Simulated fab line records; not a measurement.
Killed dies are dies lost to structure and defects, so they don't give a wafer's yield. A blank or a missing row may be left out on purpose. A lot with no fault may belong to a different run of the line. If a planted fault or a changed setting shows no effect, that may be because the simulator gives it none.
The tool behind it: which one? | flow nand_harc | 24 lots, 72 wafers sampled, at 6 steps of a route of 1159

## WHAT THE GAUGES SHOWED, per wafer
Not one reading of a measure or inspect step in the record can be checked against a usual standard deviation.

## TOOL THAT RAN EACH LOT (tool first, then ch and the chambers of the sampled wafers, then the start)
lot  | NHARC_A_STAIRCASE_DEP_322       | NHARC_A_STAIRCASE_DEP_325       | NHARC_A_STAIRCASE_CMP_450     | NHARC_A_STAIRCASE_CMP_472     | NHARC_A_SGD_CUT_STRIP_28                      | NHARC_A_SLIT_ETCH_17
L074 | pecvd-02 ch 0,1,2, day 12 21:23 | pecvd-02 ch 0,1,2, day 13 05:56 | cmp-02 ch 1,2,3, day 13 18:32 | cmp-03 ch 0,1,2, day 13 20:03 | rie_diel-08 ch 0,1,2, day 14 10:02 or earlier | har_etch-01 ch 0,1, day 14 10:02
L075 | pecvd-04 ch 1,2, day 13 04:57   | pecvd-02 ch 0,1,2, day 13 11:52 | cmp-03 ch 1,2,3, day 13 22:51 | cmp-01 ch 0,1, day 14 00:16   | rie_diel-05 ch 1,2,3, day 14 18:26 or earlier | har_etch-02 ch 0,1, day 14 18:26
L078 | pecvd-04 ch 0,1, day 13 08:48   | pecvd-02 ch 0,2, day 13 17:32   | cmp-01 ch 0,3, day 14 05:05   | cmp-03 ch 2,3, day 14 06:35   | rie_diel-02 ch 0,3, day 14 19:41 or earlier   | har_etch-01 ch 0,1, day 14 19:41
L077 | pecvd-02 ch 0,1,2, day 13 08:53 | pecvd-01 ch 0,1,2, day 13 17:29 | cmp-03 ch 0,1, day 14 05:11   | cmp-01 ch 1,2,3, day 14 06:44 | rie_diel-08 ch 1,3, day 14 20:06 or earlier   | har_etch-02 ch 0,1, day 14 20:06
L076 | pecvd-01 ch 0,1, day 13 09:00   | pecvd-04 ch 1,2, day 13 17:32   | cmp-02 ch 0,1,3, day 14 05:40 | cmp-02 ch 0,1, day 14 07:07   | rie_diel-02 ch 0,1, day 14 21:36 or earlier   | har_etch-01 ch 0,1, day 14 21:36
L079 | pecvd-04 ch 0,2, day 14 12:47   | pecvd-04 ch 0,2, day 14 20:56   | cmp-01 ch 0,2,3, day 15 07:56 | cmp-02 ch 0,2,3, day 15 09:47 | rie_diel-05 ch 0,1,3, day 15 23:50 or earlier | har_etch-02 ch 0,1, day 15 23:50
L080 | pecvd-04 ch 0,1,2, day 14 22:58 | pecvd-01 ch 1,2, day 15 07:19   | cmp-02 ch 0,1, day 15 19:07   | cmp-02 ch 0,1,2, day 15 20:41 | rie_diel-05 ch 0,2,3, day 16 12:19 or earlier | har_etch-02 ch 0,1, day 16 12:19
L081 | pecvd-01 ch 0,1, day 14 23:10   | pecvd-04 ch 0,1,2, day 15 07:29 | cmp-01 ch 0,1, day 15 19:23   | cmp-01 ch 0,1,3, day 15 21:06 | rie_diel-02 ch 0,2,3, day 16 09:52 or earlier | har_etch-02 ch 1, day 16 09:52
L084 | pecvd-04 ch 0,1, day 15 05:27   | pecvd-04 ch 0,2, day 15 13:18   | cmp-01 ch 1,3, day 16 00:56   | cmp-02 ch 0,3, day 16 02:31   | rie_diel-08 ch 0,1,3, day 16 19:25 or earlier | har_etch-01 ch 1, day 16 19:25
L082 | pecvd-01 ch 0,1,2, day 15 05:40 | pecvd-02 ch 1,2, day 15 13:19   | cmp-01 ch 0,1,3, day 16 03:23 | cmp-01 ch 0,3, day 16 04:55   | rie_diel-05 ch 0,3, day 16 18:53 or earlier   | har_etch-02 ch 0,1, day 16 18:53
L083 | pecvd-04 ch 0,1,2, day 15 06:01 | pecvd-01 ch 1,2, day 15 13:13   | cmp-01 ch 1,2,3, day 16 01:07 | cmp-03 ch 0,1, day 16 02:34   | rie_diel-02 ch 2,3, day 16 17:43 or earlier   | har_etch-01 ch 0,1, day 16 17:43
L086 | pecvd-02 ch 0,1,2, day 15 23:04 | pecvd-04 ch 0,1,2, day 16 07:00 | cmp-02 ch 1,2, day 16 19:12   | cmp-01 ch 0,2,3, day 16 20:47 | rie_diel-02 ch 2,3, day 17 04:04              | har_etch-02 ch 0,1, day 17 08:25
L087 | pecvd-04 ch 0,2, day 15 23:04   | pecvd-01 ch 0,1,2, day 16 07:00 | cmp-03 ch 0,2,3, day 16 19:04 | cmp-03 ch 1,2,3, day 16 20:37 | rie_diel-08 ch 0,2, day 17 04:04              | har_etch-01 ch 0,1, day 17 09:04
L089 | pecvd-01 ch 1,2, day 16 04:59   | pecvd-04 ch 0,1, day 16 13:49   | cmp-02 ch 2,3, day 17 04:01   | cmp-02 ch 1,2,3, day 17 06:14 | rie_diel-02 ch 1,2,3, day 17 21:58 or earlier | har_etch-01 ch 0,1, day 17 21:58
L085 | pecvd-04 ch 0,1, day 16 05:04   | pecvd-02 ch 1,2, day 16 13:43   | cmp-01 ch 2,3, day 17 03:44   | cmp-01 ch 0,3, day 17 06:08   | rie_diel-05 ch 1,2,3, day 17 23:17 or earlier | har_etch-02 ch 0,1, day 17 23:17
L088 | pecvd-04 ch 0,1, day 16 10:56   | pecvd-02 ch 0,1, day 16 18:00   | cmp-03 ch 0,1,3, day 17 04:18 | cmp-01 ch 0,1,3, day 17 06:25 | rie_diel-08 ch 0,1,2, day 17 23:38 or earlier | har_etch-01 ch 0,1, day 17 23:38
L090 | pecvd-01 ch 1,2, day 16 20:50   | pecvd-01 ch 0,1, day 17 04:49   | cmp-01 ch 0,1,2, day 17 15:41 | cmp-02 ch 1,2,3, day 17 17:08 | rie_diel-02 ch 1,3, day 18 07:32 or earlier   | har_etch-01 ch 0,1, day 18 07:32
L092 | pecvd-01 ch 0,2, day 17 13:10   | pecvd-04 ch 0,2, day 17 20:59   | cmp-02 ch 0,2,3, day 18 09:14 | cmp-01 ch 0,1,2, day 18 10:41 | rie_diel-05 ch 0,1,3, day 18 22:03 or earlier | har_etch-02 ch 0,1, day 18 22:03
L094 | pecvd-04 ch 0,1, day 17 13:14   | pecvd-02 ch 1,2, day 17 21:05   | cmp-01 ch 0,1,3, day 18 09:02 | cmp-03 ch 0,1,3, day 18 10:31 | rie_diel-02 ch 0,1,2, day 18 22:04 or earlier | har_etch-01 ch 0,1, day 18 22:04
L093 | pecvd-02 ch 0,1,2, day 17 13:19 | pecvd-01 ch 0,1, day 17 21:10   | cmp-03 ch 0,1,2, day 18 08:37 | cmp-01 ch 0,2,3, day 18 10:09 | rie_diel-08 ch 1,2, day 18 17:50              | har_etch-01 ch 0,1, day 18 23:29
L091 | pecvd-01 ch 0,2, day 17 18:34   | pecvd-01 ch 0,1, day 18 01:54   | cmp-01 ch 0,3, day 18 15:16   | cmp-01 ch 0,3, day 18 16:45   | rie_diel-08 ch 1,3, day 19 00:20              | har_etch-01 ch 0,1, day 19 08:47
L095 | pecvd-04 ch 0,1,2, day 18 07:23 | pecvd-04 ch 0,1,2, day 18 14:25 | cmp-01 ch 1,2,3, day 19 05:34 | cmp-02 ch 0,1,2, day 19 07:01 | rie_diel-08 ch 1,2,3, day 19 15:17            | har_etch-02 ch 0,1, day 19 22:34
L096 | pecvd-02 ch 0,2, day 18 07:43   | pecvd-02 ch 0,1,2, day 18 14:31 | cmp-02 ch 0,2,3, day 19 05:36 | cmp-01 ch 0,2,3, day 19 07:07 | rie_diel-05 ch 0,2, day 19 22:08 or earlier   | har_etch-01 ch 0, day 19 22:08
L097 | pecvd-04 ch 0,1, day 18 22:57   | pecvd-01 ch 0,1,2, day 19 07:52 | cmp-03 ch 0,1,3, day 19 18:44 | cmp-01 ch 0,2,3, day 19 20:17 | rie_diel-05 ch 1,2,3, day 20 09:19 or earlier | har_etch-01 ch 0,1, day 20 09:19
- NHARC_A_STAIRCASE_DEP_322: deposits SiO2, target thk 3800 nm.
- NHARC_A_STAIRCASE_DEP_325: deposits SiO2, target thk 3800 nm.
- NHARC_A_STAIRCASE_CMP_450: polishes SiO2, target thk 200 nm.
- NHARC_A_STAIRCASE_CMP_472: polishes SiO2.
- NHARC_A_SGD_CUT_STRIP_28: strips in O2, time 20 s.
- NHARC_A_SLIT_ETCH_17: etches the open film in C4F8/O2/Ar, time 1687.5 s, target depth 10100 nm.

## AS READ BY THE TOOLS THEMSELVES (means over the sampled wafers that have a number; for cases with no such wafer, the mark the record gives instead)
NHARC_A_STAIRCASE_DEP_322. Usual: heater_power_w reads 655 W (standard deviation 88).
lot  | tool     | heater_power_w (W) | flag
L074 | pecvd-02 | 737                |
L075 | pecvd-04 | 572                |
L078 | pecvd-04 | 606                |
L077 | pecvd-02 | 733                |
L076 | pecvd-01 | 728                |
L079 | pecvd-04 | 654                |
L080 | pecvd-04 | 631                |
L081 | pecvd-01 | 719                |
L084 | pecvd-04 | 626                |
L082 | pecvd-01 | 656                |
L083 | pecvd-04 | 639                |
L086 | pecvd-02 | 733                |
L087 | pecvd-04 | 604                |
L089 | pecvd-01 | 639                |
L085 | pecvd-04 | 600                |
L088 | pecvd-04 | 645                |
L090 | pecvd-01 | 687                |
L092 | pecvd-01 | 650                |
L094 | pecvd-04 | 655                |
L093 | pecvd-02 | 693                |
L091 | pecvd-01 | 697                |
L095 | pecvd-04 | 662                |
L096 | pecvd-02 | 716                |
L097 | pecvd-04 | 653                |

NHARC_A_STAIRCASE_DEP_325. Usual: heater_power_w reads 672 W (standard deviation 91).
lot  | tool     | heater_power_w (W) | flag
L074 | pecvd-02 | 726                |
L075 | pecvd-02 | 730                |
L078 | pecvd-02 | 674                |
L077 | pecvd-01 | 718                |
L076 | pecvd-04 | 593                |
L079 | pecvd-04 | 665                |
L080 | pecvd-01 | 675                |
L081 | pecvd-04 | 592                |
L084 | pecvd-04 | 606                |
L082 | pecvd-02 | 711                |
L083 | pecvd-01 | 684                |
L086 | pecvd-04 | 660                |
L087 | pecvd-01 | 675                |
L089 | pecvd-04 | 645                |
L085 | pecvd-02 | 686                |
L088 | pecvd-02 | 732                |
L090 | pecvd-01 | 775                |
L092 | pecvd-04 | 627                |
L094 | pecvd-02 | 707                |
L093 | pecvd-01 | 726                |
L091 | pecvd-01 | 709                |
L095 | pecvd-04 | 652                |
L096 | pecvd-02 | 715                |
L097 | pecvd-01 | 697                |

NHARC_A_STAIRCASE_CMP_450. Usual: motor_current_A reads 12.1 A (standard deviation 1.3).
lot  | tool   | motor_current_A (A) | flag
L074 | cmp-02 | 12.9                |
L075 | cmp-03 | 11.4                |
L078 | cmp-01 | 12.1                |
L077 | cmp-03 | 12.8                |
L076 | cmp-02 | 11.6                |
L079 | cmp-01 | 12.2                |
L080 | cmp-02 | 11.6                |
L081 | cmp-01 | 12.3                |
L084 | cmp-01 | 12.1                |
L082 | cmp-01 | 12.5                |
L083 | cmp-01 | 11.7                |
L086 | cmp-02 | 13.9                |
L087 | cmp-03 | 12.1                |
L089 | cmp-02 | 11.9                |
L085 | cmp-01 | 12.0                |
L088 | cmp-03 | 11.9                |
L090 | cmp-01 | 12.1                |
L092 | cmp-02 | 11.9                |
L094 | cmp-01 | 12.4                |
L093 | cmp-03 | 13.1                |
L091 | cmp-01 | 12.3                |
L095 | cmp-01 | 12.2                |
L096 | cmp-02 | 12.0                |
L097 | cmp-03 | 11.8                |

NHARC_A_STAIRCASE_CMP_472. Usual: motor_current_A reads 12.3 A (standard deviation 1.3).
lot  | tool   | motor_current_A (A) | flag
L074 | cmp-03 | 13.3                |
L075 | cmp-01 | 12.4                |
L078 | cmp-03 | 11.6                |
L077 | cmp-01 | 11.9                |
L076 | cmp-02 | 12.8                |
L079 | cmp-02 | 12.2                |
L080 | cmp-02 | 13.1                |
L081 | cmp-01 | 12.0                |
L084 | cmp-02 | 11.0                |
L082 | cmp-01 | 11.9                |
L083 | cmp-03 | 13.9                |
L086 | cmp-01 | 12.5                |
L087 | cmp-03 | 11.3                |
L089 | cmp-02 | 13.3                |
L085 | cmp-01 | 11.9                |
L088 | cmp-01 | 12.3                |
L090 | cmp-02 | 13.3                |
L092 | cmp-01 | 11.9                |
L094 | cmp-03 | 12.0                |
L093 | cmp-01 | 12.1                |
L091 | cmp-01 | 12.6                |
L095 | cmp-02 | 13.2                |
L096 | cmp-01 | 12.0                |
L097 | cmp-01 | 12.0                |

NHARC_A_SGD_CUT_STRIP_28. Usual: drypump_motor_current_A 5.8 A, standard deviation 0.45; oes_product_au 0.999 a.u., standard deviation 0.011; rf_vpp_V 58.0 V, standard deviation 0.78; showerhead_plenum_p_Torr 3.63 Torr, standard deviation 0.1; throttle_valve_pct 17.037 %, standard deviation 0.0096.
lot  | tool        | drypump_motor_current_A (A) | oes_product_au (a.u.) | rf_vpp_V (V) | showerhead_plenum_p_Torr (Torr) | throttle_valve_pct (%) | flag
L074 | rie_diel-08 | 5.6                         | 0.982                 | 57.9         | 3.63                            | 17.033                 |
L075 | rie_diel-05 | 5.7                         | 1.002                 | 57.6         | 3.64                            | 17.037                 |
L078 | rie_diel-02 | 5.6                         | 0.989                 | 57.3         | 3.57                            | 17.033                 |
L077 | rie_diel-08 | 6.2                         | 1.005                 | 57.3         | 3.66                            | 17.040                 |
L076 | rie_diel-02 | 5.7                         | 0.986                 | 57.2         | 3.45                            | 17.044                 |
L079 | rie_diel-05 | 6.2                         | 1.005                 | 58.4         | 3.67                            | 17.042                 |
L080 | rie_diel-05 | 5.6                         | 1.010                 | 58.7         | 3.61                            | 17.032                 |
L081 | rie_diel-02 | 5.7                         | 1.013                 | 57.3         | 3.66                            | 17.038                 |
L084 | rie_diel-08 | 5.9                         | 0.991                 | 57.8         | 3.65                            | 17.035                 |
L082 | rie_diel-05 | 5.9                         | 1.002                 | 58.1         | 3.63                            | 17.042                 |
L083 | rie_diel-02 | 5.8                         | 1.009                 | 57.8         | 3.77                            | 17.032                 |
L086 | rie_diel-02 | 5.8                         | 1.008                 | 58.0         | 3.75                            | 17.033                 |
L087 | rie_diel-08 | 5.3                         | 0.985                 | 57.3         | 3.62                            | 17.044                 |
L089 | rie_diel-02 | 5.8                         | 1.006                 | 58.6         | 3.66                            | 17.040                 |
L085 | rie_diel-05 | 5.8                         | 0.997                 | 58.1         | 3.64                            | 17.043                 |
L088 | rie_diel-08 | 5.6                         | 0.995                 | 58.2         | 3.62                            | 17.039                 |
L090 | rie_diel-02 | 5.8                         | 1.005                 | 58.5         | 3.56                            | 17.034                 |
L092 | rie_diel-05 | 6.2                         | 1.002                 | 58.8         | 3.67                            | 17.044                 |
L094 | rie_diel-02 | 5.7                         | 1.003                 | 57.2         | 3.55                            | 17.036                 |
L093 | rie_diel-08 | 6.0                         | 0.998                 | 57.6         | 3.63                            | 17.026                 |
L091 | rie_diel-08 | 6.2                         | 1.005                 | 58.6         | 3.66                            | 17.040                 |
L095 | rie_diel-08 | 5.9                         | 0.995                 | 57.1         | 3.65                            | 17.037                 |
L096 | rie_diel-05 | 5.4                         | 1.013                 | 58.5         | 3.57                            | 17.029                 |
L097 | rie_diel-05 | 5.8                         | 0.996                 | 58.0         | 3.63                            | 17.039                 |

NHARC_A_SLIT_ETCH_17. Usual: drypump_motor_current_A 5.9 A, standard deviation 0.66; showerhead_plenum_p_Torr 3.75 Torr, standard deviation 0.085; throttle_valve_pct 32.045 %, standard deviation 0.0089.
lot  | tool        | drypump_motor_current_A (A) | showerhead_plenum_p_Torr (Torr) | throttle_valve_pct (%) | flag
L074 | har_etch-01 | 6.2                         | 3.80                            | 32.041                 |
L075 | har_etch-02 | 5.1                         | 3.76                            | 32.037                 |
L078 | har_etch-01 | 6.2                         | 3.80                            | 32.041                 |
L077 | har_etch-02 | 5.7                         | 3.68                            | 32.045                 |
L076 | har_etch-01 | 6.3                         | 3.79                            | 32.041                 |
L079 | har_etch-02 | 5.7                         | 3.68                            | 32.042                 |
L080 | har_etch-02 | 5.1                         | 3.75                            | 32.044                 |
L081 | har_etch-02 | 6.2                         | 3.60                            | 32.041                 |
L084 | har_etch-01 | 6.2                         | 3.78                            | 32.034                 |
L082 | har_etch-02 | 5.1                         | 3.75                            | 32.046                 |
L083 | har_etch-01 | 6.2                         | 3.78                            | 32.048                 |
L086 | har_etch-02 | 5.7                         | 3.67                            | 32.044                 |
L087 | har_etch-01 | 6.2                         | 3.78                            | 32.038                 |
L089 | har_etch-01 | 6.2                         | 3.78                            | 32.049                 |
L085 | har_etch-02 | 5.7                         | 3.66                            | 32.045                 |
L088 | har_etch-01 | 6.2                         | 3.78                            | 32.060                 |
L090 | har_etch-01 | 6.2                         | 3.77                            | 32.047                 |
L092 | har_etch-02 | 5.1                         | 3.74                            | 32.047                 |
L094 | har_etch-01 | 6.2                         | 3.77                            | 32.044                 |
L093 | har_etch-01 | 6.2                         | 3.77                            | 32.059                 |
L091 | har_etch-01 | 6.3                         | 3.77                            | 32.043                 |
L095 | har_etch-02 | 5.7                         | 3.65                            | 32.046                 |
L096 | har_etch-01 | 6.3                         | 3.76                            | 32.044                 |
L097 | har_etch-01 | 6.3                         | 3.76                            | 32.054                 |

## THE ANSWER, worked out from the rows above alone
Rule: lot off if the mean of its wafers having a number is beyond 3 standard deviations from the usual mean. Also off: a lot with no number at a reading for which 4 or more lots have one. Where the step has rows for the other lots, those lots are counted as sound. After the gauges, taken in route order, come the tools' own readings; for these a lot's mean is taken, as printed above. At the first step where some lot is off, the reading lying furthest off is the one used; lots without a number count as furthest.
Nothing can be told from this: no lot is off at any reading shown.

## WHAT WAS PUT IN BY THE SIMULATOR
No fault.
